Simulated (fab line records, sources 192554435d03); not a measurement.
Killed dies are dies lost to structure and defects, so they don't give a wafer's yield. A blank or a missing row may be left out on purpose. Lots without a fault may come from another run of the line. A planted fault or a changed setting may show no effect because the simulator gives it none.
Chamber matching | flow n5_finfet | N5_BEOL_M0_CUTY_DESCUM_61 on rie_diel-06: 4 sister chambers
The step chemistry O2, time 7.9 s. 20 wafers are shown with their chamber, then 10 later ones without.

WAFERS WITH THEIR CHAMBER
wafer  | chamber | drypump_motor_current_A (A) | oes_product_au (a.u.) | throttle_valve_pct (%)
L074.3 | 0       | 5.7                         | 0.79                  | 20.0
L074.4 | 3       | 6.0                         | 0.66                  | 20.9
L074.5 | 2       | 4.9                         | 0.92                  | 20.6
L076.1 | 2       | 4.9                         | 0.94                  | 20.5
L076.2 | 3       | 6.0                         | 0.67                  | 21.0
L076.5 | 2       | 4.9                         | 0.93                  | 20.6
L078.1 | 2       | 4.9                         | 0.93                  | 20.6
L078.4 | 3       | 6.0                         | 0.67                  | 20.9
L078.5 | 2       | 4.9                         | 0.93                  | 20.6
L080.1 | 2       | 4.9                         | 0.93                  | 20.6
L080.4 | 2       | 4.9                         | 0.92                  | 20.6
L080.5 | 0       | 5.8                         | 0.80                  | 20.0
L082.1 | 1       | 5.7                         | 0.71                  | 20.5
L082.4 | 0       | 5.7                         | 0.80                  | 20.0
L082.5 | 3       | 6.0                         | 0.67                  | 20.9
L081.1 | 3       | 6.0                         | 0.67                  | 20.9
L081.3 | 1       | 5.8                         | 0.68                  | 20.6
L081.6 | 3       | 6.0                         | 0.67                  | 20.9
L087.3 | 2       | 4.9                         | 0.90                  | 20.6
L087.4 | 3       | 6.0                         | 0.66                  | 21.0

SIGNATURES (means of the wafers above)
reading                 | chamber 0 | chamber 1 | chamber 2 | chamber 3 | scatter within a chamber
drypump_motor_current_A | 5.733     | 5.750     | 4.900     | 6.000     | 0.027
oes_product_au          | 0.7967    | 0.6950    | 0.9250    | 0.6671    | 0.0102
throttle_valve_pct      | 20.000    | 20.550    | 20.588    | 20.929    | 0.0419
Rule: a wafer's distance from a chamber is the root of the sum, over the readings, of the square of ((its reading less the chamber's mean) divided by the reading's scatter). The wafer belongs to the nearest chamber; if the next one is less than 2 further off, it can't be placed. The scatter: the root of (the sum of the squares of (reading less its chamber's mean) over the shown wafers, divided by (wafers less chambers)).

WAFERS WITHOUT THEIR CHAMBER
wafer  | drypump_motor_current_A (A) | oes_product_au (a.u.) | throttle_valve_pct (%)
L087.5 | 4.9                         | 0.90                  | 20.6
L089.1 | 6.0                         | 0.66                  | 21.0
L089.3 | 5.7                         | 0.68                  | 20.6
L089.5 | 4.9                         | 0.91                  | 20.6
L094.1 | 4.9                         | 0.88                  | 20.6
L094.2 | 5.8                         | 0.77                  | 20.0
L094.4 | 6.0                         | 0.66                  | 21.0
L095.4 | 4.9                         | 0.89                  | 20.6
L095.5 | 5.7                         | 0.68                  | 20.6
L095.6 | 5.7                         | 0.77                  | 20.0

WHICH CHAMBER EACH WENT THROUGH
wafer  | from the rows above | in truth
L087.5 | 2                   | 2
L089.1 | 3                   | 3
L089.3 | 1                   | 1
L089.5 | 2                   | 2
L094.1 | 2                   | 2
L094.2 | 0                   | 0
L094.4 | 3                   | 3
L095.4 | 2                   | 2
L095.5 | 1                   | 1
L095.6 | 0                   | 0
Placed correctly: 10 of 10. Can't be placed from these rows: 0. Placed wrongly: 0.
